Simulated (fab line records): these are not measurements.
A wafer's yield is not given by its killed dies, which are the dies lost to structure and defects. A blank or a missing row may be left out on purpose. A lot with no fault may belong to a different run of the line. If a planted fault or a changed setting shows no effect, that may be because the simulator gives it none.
Chamber matching :: flow n5Finfet :: N5_BEOL_M0_SAQP_HM_OPEN_112 on rieDiel-06: 4 sister chambers
The step chemistry CHF3/O2, target SiO2, stops on a-Si, target depth 12 nm, time 13.5 s. 8 wafers are shown with their chamber, then 8 later ones without.

EACH WAFER AND ITS CHAMBER
wafer: L077.2
chamber: 2
showerheadPlenumPTorr (Torr): 2.33
throttleValvePct (%): 19.17

wafer: L078.6
chamber: 3
showerheadPlenumPTorr (Torr): 2.47
throttleValvePct (%): 18.62

wafer: L080.1
chamber: 3
showerheadPlenumPTorr (Torr): 2.47
throttleValvePct (%): 18.63

wafer: L080.3
chamber: 0
showerheadPlenumPTorr (Torr): 2.33
throttleValvePct (%): 19.08

wafer: L083.1
chamber: 1
showerheadPlenumPTorr (Torr): 2.45
throttleValvePct (%): 18.86

wafer: L083.2
chamber: 0
showerheadPlenumPTorr (Torr): 2.32
throttleValvePct (%): 19.07

wafer: L083.6
chamber: 1
showerheadPlenumPTorr (Torr): 2.45
throttleValvePct (%): 18.87

wafer: L089.1
chamber: 2
showerheadPlenumPTorr (Torr): 2.32
throttleValvePct (%): 19.20

WAFERS WITH NO CHAMBER GIVEN
wafer: L089.4
showerheadPlenumPTorr (Torr): 2.45
throttleValvePct (%): 18.89

wafer: L089.6
showerheadPlenumPTorr (Torr): 2.45
throttleValvePct (%): 18.89

wafer: L094.1
showerheadPlenumPTorr (Torr): 2.45
throttleValvePct (%): 18.91

wafer: L094.2
showerheadPlenumPTorr (Torr): 2.46
throttleValvePct (%): 18.68

wafer: L094.3
showerheadPlenumPTorr (Torr): 2.32
throttleValvePct (%): 19.08

wafer: L097.3
showerheadPlenumPTorr (Torr): 2.31
throttleValvePct (%): 19.09

wafer: L097.4
showerheadPlenumPTorr (Torr): 2.44
throttleValvePct (%): 18.93

wafer: L097.6
showerheadPlenumPTorr (Torr): 2.44
throttleValvePct (%): 18.92

EACH ONE'S CHAMBER
wafer: L089.4
from the rows above: 1
in truth: 1

wafer: L089.6
from the rows above: 1
in truth: 1

wafer: L094.1
from the rows above: 1
in truth: 1

wafer: L094.2
from the rows above: 3
in truth: 3

wafer: L094.3
from the rows above: 0
in truth: 0

wafer: L097.3
from the rows above: 0
in truth: 0

wafer: L097.4
from the rows above: 1
in truth: 1

wafer: L097.6
from the rows above: 1
in truth: 1
Correct placement for 8 of the 8. Number that these rows cannot place: 0. Wrongly placed: 0.
How it was worked out, from the rows above alone: a wafer's distance from a chamber is the root of the sum, over the readings, of the square of ((its reading less the chamber's mean) divided by the reading's scatter). If the next closest chamber is less than 2 further off than the closest, the wafer can't be placed; otherwise it belongs to the closest. The mean given for a chamber averages the wafers shown for that chamber. How the scatter is found: for the shown wafers, subtract from each reading the mean of its chamber, square and add these, divide the total by (wafers less chambers), then take the root.
